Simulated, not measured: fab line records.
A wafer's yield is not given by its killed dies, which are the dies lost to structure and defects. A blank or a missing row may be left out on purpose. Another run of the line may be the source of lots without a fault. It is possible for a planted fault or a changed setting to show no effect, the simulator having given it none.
fab line records -- flow n5-finfet
record lots=6, wafers=18, last-day=18
route steps=1938 shown HKMG_FIN@454 GATE_CUT@465 BEOL_M4@1111
lots that met no fault: taken from a fault-free run of the same line
start-h: hours from the record's opening day to when the first of the lot's shown wafers began -- wait-h: hours elapsed since this lot's preceding step -- " repeats the value in the row above -- L1.1+2: one row covering several wafers at once -- - either no value or no given start -- * or withheld: withheld -- < > ~ a bound
route shown NAME@n: names a module that has steps shown in the file, with the first one's number in the route -- usual: mean/standard deviation taken from wafers without a fault -- same: alike in all rows -- chamber/n: place in a boat -- sites: per-site readings -- _std_site: how widely they spread, as a standard deviation -- _edge_site: outer sites' mean less inner sites' -- radius-mm: for every site, how far away it sits from the centre of the wafer -- mask NAME#n: copy n -- behind: the tool/chamber that last shaped the wafer -- hold: what put the lot on hold/how long, in hours/how the hold closed -- device: which transistor (n, p or np) failed to switch -- end of line: tests of these same wafers at the route's end -- a step with no rows: only its recipe -- killed: the dies lost at the first sort to structure and to defects; this is not the yield of the wafer -- map: shows each die of a wafer: x if killed, . if not, _ if none is there
set.NAME: the setting that was run; set.NAME@STEP: the one run at that earlier step -- model.NAME: the simulator's own value behind a step, which no gauge read
lots at some steps of the route; a table a step, a row a wafer
services: the hour from which a tool's chamber was out of use, counted from the record's first day as start-h (under 0 if before that day), plus the number of hours and why
## steps
# step N5_HKMG_FIN_ETCHBACK_68
# recipe chemistry=Cl2/Ar, stop-on=HfO2, target-depth-a=5, pressure-mtorr=10, icp-w=600, bias-w=60, Cl2_flow_sccm=40, Ar_flow_sccm=60
# step N5_HKMG_FIN_STRIP_69
# recipe chemistry=N2/H2, power-w=2500, temp-c=300, h2-frac=0.65, time-s=360, pressure-mtorr=withheld, n2-flow-sccm=1750, h2-flow-sccm=3250
# usual drypump-motor-current-A=5.5/0.46, heater-power-w=493/17
lot.wafer,tool,chamber,start-h,wait-h,drypump-motor-current-A,heater-power-w,rf-hours-counter-h
L832.2,plasma-asher-02,1,102.56,0.1,6.2,512,90
L832.4,plasma-asher-02,0,102.56,0.1,5.3,494,-
L832.6,plasma-asher-02,1,102.56,0.1,6.1,507,-
L839.1,plasma-asher-01,1,148.86,0.1,5.8,470,48
L839.3,plasma-asher-01,1,148.86,0.1,5.7,476,-
L839.5,plasma-asher-01,1,148.86,0.1,5.8,473,-
L840.1,plasma-asher-01,0,160.82,0.1,5.0,512,50
L840.2,plasma-asher-01,1,160.82,0.1,5.8,468,50
L840.6,plasma-asher-01,0,160.82,0.1,4.9,505,-
L841.4,plasma-asher-01,0,163.76,0.2,5.0,494,-
L841.5,plasma-asher-01,1,163.76,0.2,5.7,475,-
L841.6,plasma-asher-01,0,163.76,0.2,5.0,497,-
L842.1,plasma-asher-02,0,167.56,0.1,5.3,495,103
L842.4,plasma-asher-02,1,167.56,0.1,6.1,498,-
L842.6,plasma-asher-02,1,167.56,0.1,6.1,511,-
L850.2,plasma-asher-01,0,211.30,0.1,5.0,500,62
L850.3,plasma-asher-01,1,211.30,0.1,5.8,471,-
L850.6,plasma-asher-01,0,211.30,0.1,5.0,505,-
# step N5_HKMG_FIN_ALD_21
# recipe material=TiN, target-thk-a=15, temp-c=400, ald-precursor-family=TiCl4, ald-co-reactant=NH3, pulse-time-s=1, purge-time-s=3, co-reactant-purge-time-s=2, co-reactant-pulse-time-s=2, ald-cycles=68, pressure-torr=3
# step N5_HKMG_FIN_ALD_72
# recipe material=W, target-thk-a=20, temp-c=300, pressure-torr=7.5, ald-precursor-family=WF6, ald-co-reactant=B2H6, pulse-time-s=1, purge-time-s=2, co-reactant-purge-time-s=2, co-reactant-pulse-time-s=3, ald-cycles=7
# usual heater-power-w=504/38, precursor-pulse-height-rel=1.000/0.022
# same co-reactant-pulse-time-s=3
lot.wafer,tool,chamber,start-h,wait-h,heater-power-w,precursor-pulse-height-rel,since-wet-clean-h
L832.2,cvd-w-02,1,103.30,0.2,530,1.025,785
L832.4,cvd-w-02,0,103.30,0.2,523,0.999,-
L832.6,cvd-w-02,1,103.30,0.2,533,0.994,-
L839.1,cvd-w-01,1,149.62,0.2,531,0.989,318
L839.3,cvd-w-01,0,149.62,0.2,448,0.981,-
L839.5,cvd-w-01,0,149.62,0.2,443,0.988,-
L840.1,cvd-w-01,1,161.58,0.2,513,1.036,330
L840.2,cvd-w-01,0,161.58,0.2,433,1.036,330
L840.6,cvd-w-01,1,161.58,0.2,495,0.990,-
L841.4,cvd-w-02,0,164.41,0.0,541,0.997,-
L841.5,cvd-w-02,1,164.41,0.0,546,0.965,-
L841.6,cvd-w-02,0,164.41,0.0,533,1.029,-
L842.1,cvd-w-01,0,168.31,0.2,455,1.002,336
L842.4,cvd-w-01,1,168.31,0.2,508,1.007,-
L842.6,cvd-w-01,1,168.31,0.2,504,1.028,-
L850.2,cvd-w-01,0,212.05,0.2,440,0.973,380
L850.3,cvd-w-01,1,212.05,0.2,512,0.979,-
L850.6,cvd-w-01,0,212.05,0.2,448,0.988,-
# step N5_HKMG_FIN_W_FILL_22
# recipe material=W, target-thk-a=600, temp-c=400, pressure-torr=39.4, time-s=18.2
# step N5_HKMG_FIN_PRECLEAN_83
# recipe chemistry=DIW, time-s=57.5, temp-c=23
# step N5_HKMG_FIN_SRD_84
# recipe dry-time-s=32, dry=n2-spin, spin-rpm=1500
# step N5_HKMG_FIN_CMP_23
# recipe stop-on=SiNx, t-overpolish-s=10, post-cmp-clean=rinse-only, down-force-psi=4, platen-rpm=50.289, pad-velocity-m-s=1.0006, target-thk-nm=46.326
# step N5_HKMG_FIN_CMP_94
# recipe stop-on=SiNx, post-cmp-clean=w-dilute-nh4oh, t-overpolish-s=4.7, down-force-psi=4, platen-rpm=50.289, pad-velocity-m-s=1.0006, target-thk-nm=43.299
# usual motor-current-A=11.7/1.4
lot.wafer,tool,chamber,start-h,wait-h,motor-current-A
L832.2,cmp-01,3,104.97,1.3,10.6
L832.4,cmp-01,0,104.97,1.3,11.8
L832.6,cmp-01,2,104.97,1.3,13.5
L839.3,cmp-04,0,150.30,0.3,11.1
L839.1,cmp-04,1,150.30,0.3,12.1
L839.5,cmp-04,0,150.30,0.3,10.7
L840.2,cmp-04,1,162.30,0.3,11.9
L840.1,cmp-04,2,162.30,0.3,13.9
L840.6,cmp-04,3,162.30,0.3,10.9
L841.4,cmp-04,1,165.10,0.3,11.7
L841.6,cmp-04,3,165.10,0.3,10.8
L841.5,cmp-04,0,165.10,0.3,11.1
L842.4,cmp-04,2,168.99,0.4,13.9
L842.1,cmp-04,1,168.99,0.4,11.8
L842.6,cmp-04,2,168.99,0.4,14.1
L850.3,cmp-02,1,212.76,0.3,10.4
L850.2,cmp-02,2,212.76,0.3,12.7
L850.6,cmp-02,3,212.76,0.3,12.8
# step N5_HKMG_FIN_INSPECT_28
# recipe inspect-instrument=darkfield, mode=post-cmp
# usual raw-defect-count=36/14
lot.wafer,tool,chamber,start-h,wait-h,raw-defect-count
L832.2,defect-inspect-02,-,105.15,0.0,19
L832.4,defect-inspect-02,-,105.15,0.0,35
L832.6,defect-inspect-02,-,105.15,0.0,26
L839.1,defect-inspect-01,-,150.50,0.0,24
L839.3,defect-inspect-01,-,150.50,0.0,28
L839.5,defect-inspect-01,-,150.50,0.0,56
L840.1,defect-inspect-01,-,162.47,0.0,35
L840.2,defect-inspect-01,-,162.47,0.0,51
L840.6,defect-inspect-01,-,162.47,0.0,89
L841.4,defect-inspect-02,-,165.27,0.0,33
L841.5,defect-inspect-02,-,165.27,0.0,30
L841.6,defect-inspect-02,-,165.27,0.0,23
L842.1,defect-inspect-02,-,169.22,0.0,41
L842.4,defect-inspect-02,-,169.22,0.0,37
L842.6,defect-inspect-02,-,169.22,0.0,40
L850.2,defect-inspect-02,-,212.93,0.0,39
L850.3,defect-inspect-02,-,212.93,0.0,23
L850.6,defect-inspect-02,-,212.93,0.0,45
# step N5_GATE_CUT_ETCHBACK_00
# recipe chemistry=SF6/Cl2, target=W, pressure-mtorr=8, icp-w=900, bias-w=80, SF6_flow_sccm=40, Cl2_flow_sccm=60
# usual bias-w=79.99/0.27, drypump-motor-current-A=5.8/0.32, oes-product-au=0.78/0.12, throttle-valve-pct=27.43/0.29
lot.wafer,tool,chamber,start-h,wait-h,bias-w,drypump-motor-current-A,oes-product-au,rf-hours-counter-h,throttle-valve-pct
L832.2,rie-metal-02,0,105.18,0.0,80.05,5.9,0.81,25,26.98
L832.4,rie-metal-02,1,105.18,0.0,79.96,5.6,0.94,-,27.40
L832.6,rie-metal-02,0,105.18,0.0,80.02,5.9,0.81,-,27.00
L839.1,rie-metal-02,0,150.53,0.0,79.94,5.9,0.79,29,26.99
L839.3,rie-metal-02,1,150.53,0.0,79.85,5.6,0.90,-,27.41
L839.5,rie-metal-02,1,150.53,0.0,80.09,5.6,0.90,-,27.43
L840.1,rie-metal-03,1,162.51,0.0,79.92,6.1,0.60,126,27.60
L840.2,rie-metal-03,0,162.51,0.0,79.83,6.0,0.89,13,27.49
L840.6,rie-metal-03,1,162.51,0.0,80.01,6.2,0.59,-,27.59
L841.4,rie-metal-03,0,165.35,0.1,80.27,6.0,0.88,-,27.49
L841.5,rie-metal-03,0,165.35,0.1,80.11,6.0,0.88,-,27.49
L841.6,rie-metal-03,1,165.35,0.1,79.99,6.1,0.59,-,27.60
L842.1,rie-metal-02,1,169.25,0.0,80.50,5.6,0.89,8,27.42
L842.4,rie-metal-02,0,169.25,0.0,80.03,5.9,0.79,-,26.98
L842.6,rie-metal-02,0,169.25,0.0,79.62,5.9,0.78,-,27.00
L850.2,rie-metal-01,1,212.96,0.0,79.80,5.1,0.79,35,27.40
L850.3,rie-metal-01,1,212.96,0.0,79.87,5.2,0.79,-,27.41
L850.6,rie-metal-01,1,212.96,0.0,79.88,5.2,0.79,-,27.42
# step N5_GATE_CUT_ETCH_56
# recipe chemistry=Cl2/Ar, target=TiN, target-depth-a=216, pressure-mtorr=10, icp-w=600, bias-w=60, Cl2_flow_sccm=40, Ar_flow_sccm=60
# usual bias-w=60.00/0.16, drypump-motor-current-A=5.8/0.32, oes-product-au=0.79/0.12, rf-fwd-power-W=596.3/2.1, throttle-valve-pct=20.74/0.28
lot.wafer,tool,chamber,start-h,wait-h,bias-w,drypump-motor-current-A,oes-product-au,rf-fwd-power-W,rf-hours-counter-h,throttle-valve-pct,model.etch.depth-nm
L832.2,rie-metal-02,0,105.30,0.1,59.86,5.9,0.81,598.9,25,20.36,21.58
L832.4,rie-metal-02,1,105.30,0.1,60.00,5.6,0.94,598.7,-,20.58,22.39
L832.6,rie-metal-02,0,105.30,0.1,59.69,5.9,0.81,596.6,-,20.37,21.56
L839.1,rie-metal-02,0,150.65,0.1,59.74,5.9,0.81,596.6,29,20.36,22.03
L839.3,rie-metal-02,1,150.65,0.1,59.91,5.6,0.80,447.9,-,20.72,17.85
L839.5,rie-metal-02,1,150.65,0.1,59.73,5.6,0.80,448.3,-,20.73,17.79
L840.1,rie-metal-03,1,162.63,0.1,59.76,6.2,0.61,593.7,126,20.96,22.46
L840.2,rie-metal-03,0,162.63,0.1,59.81,6.0,0.87,596.0,13,20.87,20.99
L840.6,rie-metal-03,1,162.63,0.1,59.83,6.1,0.61,594.2,-,20.95,22.33
L841.4,rie-metal-03,0,165.46,0.1,60.06,6.0,0.87,597.5,-,20.87,21.09
L841.5,rie-metal-03,0,165.46,0.1,60.23,6.0,0.87,596.9,-,20.88,21.05
L841.6,rie-metal-03,1,165.46,0.1,60.29,6.2,0.61,593.8,-,20.96,22.27
L842.1,rie-metal-02,1,169.37,0.1,60.03,5.7,0.79,450.7,8,20.73,17.64
L842.4,rie-metal-02,0,169.37,0.1,60.13,5.9,0.80,595.7,-,20.35,21.74
L842.6,rie-metal-02,0,169.37,0.1,60.33,5.9,0.79,596.9,-,20.35,21.58
L850.2,rie-metal-01,1,213.08,0.1,59.88,5.2,0.79,596.3,35,20.72,21.84
L850.3,rie-metal-01,1,213.08,0.1,59.91,5.1,0.79,598.1,-,20.72,22.01
L850.6,rie-metal-01,1,213.08,0.1,59.98,5.1,0.79,595.2,-,20.72,21.89
# step N5_GATE_CUT_ETCHBACK_30
# recipe chemistry=Cl2/Ar, target=TiN, target-depth-a=30, mode=isotropic, pressure-mtorr=10, icp-w=600, bias-w=60, Cl2_flow_sccm=40, Ar_flow_sccm=60
# usual bias-w=60.03/0.21, drypump-motor-current-A=5.8/0.32, oes-product-au=0.79/0.12, throttle-valve-pct=20.74/0.28
lot.wafer,tool,chamber,start-h,wait-h,bias-w,drypump-motor-current-A,oes-product-au,rf-hours-counter-h,throttle-valve-pct
L832.2,rie-metal-02,0,105.39,0.1,59.85,5.9,0.81,25,20.37
L832.4,rie-metal-02,1,105.39,0.1,60.17,5.7,0.96,-,20.59
L832.6,rie-metal-02,0,105.39,0.1,60.13,5.9,0.80,-,20.37
L839.1,rie-metal-02,0,150.74,0.1,60.13,5.9,0.80,29,20.37
L839.3,rie-metal-02,1,150.74,0.1,59.74,5.7,0.92,-,20.59
L839.5,rie-metal-02,1,150.74,0.1,59.93,5.6,0.91,-,20.62
L840.1,rie-metal-03,1,162.72,0.1,60.19,6.2,0.61,126,20.96
L840.2,rie-metal-03,0,162.72,0.1,59.79,6.0,0.87,13,20.89
L840.6,rie-metal-03,1,162.72,0.1,60.45,6.1,0.60,-,20.96
L841.4,rie-metal-03,0,165.53,0.0,60.07,6.0,0.86,-,20.89
L841.5,rie-metal-03,0,165.53,0.0,59.90,6.0,0.87,-,20.89
L841.6,rie-metal-03,1,165.53,0.0,60.14,6.2,0.61,-,20.96
L842.1,rie-metal-02,1,169.46,0.1,59.78,5.6,0.90,8,20.60
L842.4,rie-metal-02,0,169.46,0.1,59.81,5.9,0.80,-,20.37
L842.6,rie-metal-02,0,169.46,0.1,59.94,5.9,0.80,-,20.36
L850.2,rie-metal-01,1,213.17,0.1,60.34,5.1,0.79,35,20.71
L850.3,rie-metal-01,1,213.17,0.1,59.98,5.1,0.79,-,20.71
L850.6,rie-metal-01,1,213.17,0.1,60.55,5.1,0.79,-,20.71
# step N5_BEOL_M4_RC_MEAS_101
# usual DIBL_N=36.3/1.9, DIBL_P=36.0/2.1, IOFF_N=0.16/0.031, IOFF_P=0.21/0.035, ION_N=675/14, ION_P=464/8.5, SS_N=71.5/0.6, SS_P=73.3/0.72, VT_N=250/3.2, VT_P=-250/3.1
lot.wafer,tool,chamber,start-h,wait-h,DIBL_N[mV/V],DIBL_P[mV/V],IOFF_N[nA/um],IOFF_P[nA/um],ION_N[uA/um],ION_P[uA/um],SS_N[mV/dec],SS_P[mV/dec],VT_N[mV],VT_P[mV]
L832.2,prober-02,0,186.20,0.2,35.7,36.1,0.15,0.20,679,466,71.0,73.9,252,-252
L832.4,prober-02,0,186.20,0.2,38.5,39.5,0.18,0.25,674,465,72.0,74.8,252,-247
L832.6,prober-02,0,186.20,0.2,34.7,35.2,0.13,0.19,660,457,71.1,73.1,252,-255
L842.1,prober-01,0,285.09,0.0,35.8,33.6,0.14,0.18,661,454,71.6,72.2,252,-251
L842.4,prober-01,0,285.09,0.0,36.8,35.1,0.16,0.21,680,472,71.9,73.1,249,-248
L842.6,prober-01,0,285.09,0.0,35.7,33.7,0.14,0.19,679,475,72.4,72.7,250,-251
L839.1,prober-01,0,295.46,0.0,37.8,35.8,0.18,0.22,679,465,70.9,72.6,251,-249
L839.3,prober-01,0,295.46,0.0,34.0,32.2,0.12,0.18,685,467,70.2,72.3,255,-248
L839.5,prober-01,0,295.46,0.0,37.2,36.0,0.18,0.24,704,478,71.2,73.6,246,-247
L841.4,prober-02,0,320.52,0.5,36.7,36.3,0.15,0.21,676,460,72.0,73.5,252,-249
L841.5,prober-02,0,320.52,0.5,36.8,37.2,0.16,0.22,674,461,71.2,73.9,251,-254
L841.6,prober-02,0,320.52,0.5,34.8,34.3,0.12,0.18,658,454,71.0,72.8,255,-253
L850.2,prober-02,0,324.74,0.2,35.5,35.9,0.15,0.22,698,483,71.4,73.2,249,-250
L850.3,prober-02,0,324.74,0.2,33.4,33.9,0.11,0.20,652,462,71.5,71.7,255,-248
L850.6,prober-02,0,324.74,0.2,34.1,34.3,0.13,0.20,683,478,72.3,72.5,253,-250
L840.1,prober-01,0,326.65,0.0,35.8,34.8,0.16,0.22,689,470,71.8,72.6,247,-246
L840.2,prober-01,0,326.65,0.0,35.5,34.5,0.15,0.20,668,456,72.2,72.9,249,-249
L840.6,prober-01,0,326.65,0.0,36.1,37.3,0.18,0.26,683,474,71.6,72.8,247,-248
## services
tool,chamber,start-h,hours,kind
cmp-04,-,84.65,1.4,repair
cmp-04,-,93.13,3.8,repair
cmp-04,-,104.29,4.8,pm
cmp-04,-,110.98,0.7,repair
plasma-asher-01,-,121.47,0.7,repair
rie-metal-01,-,127.81,0.4,repair
plasma-asher-01,-,129.22,2.8,pm
rie-metal-01,1,141.82,15.0,repair
rie-metal-02,-,144.10,1.1,repair
cmp-01,-,156.94,4.0,pm
cmp-01,-,160.94,-,consumable-replace:conditioner
cmp-01,-,160.94,-,consumable-replace:pad
rie-metal-02,-,165.01,0.2,repair
cmp-04,-,179.71,17.3,pm
cmp-01,-,180.89,3.8,repair
cvd-w-02,-,184.94,1.7,repair
cvd-w-01,1,191.69,9.3,repair
rie-metal-03,1,192.54,5.3,repair
cmp-02,-,192.55,0.3,repair
cvd-w-02,0,199.00,2.3,repair
rie-metal-03,-,204.44,0.5,repair
cvd-w-01,-,204.53,2.5,repair
rie-metal-02,-,205.98,2.8,pm
cmp-04,-,208.65,19.4,repair
## key
first-sign step=N5_GATE_CUT_ETCH_56, reading=rf-fwd-power-W, direction=down, sigmas=69, usual=*, struck=*
effect none on later readings
model-effect step=N5_GATE_CUT_ETCH_56, value=etch.depth-nm, without=22.53, struck=17.76
met-at N5_GATE_CUT_ETCH_56
struck-wafers L839.3,L839.5,L842.1
onset-between 105.30 150.65
fault kind=process-parameter-drift, tool=rie-metal-02, chamber=1, onset-h=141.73, steps=N5_GATE_CUT_ETCH_56, channel=icp-w, offset=-144, shape=step, end-h=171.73, acts-in=these-recipes-only, stated=600
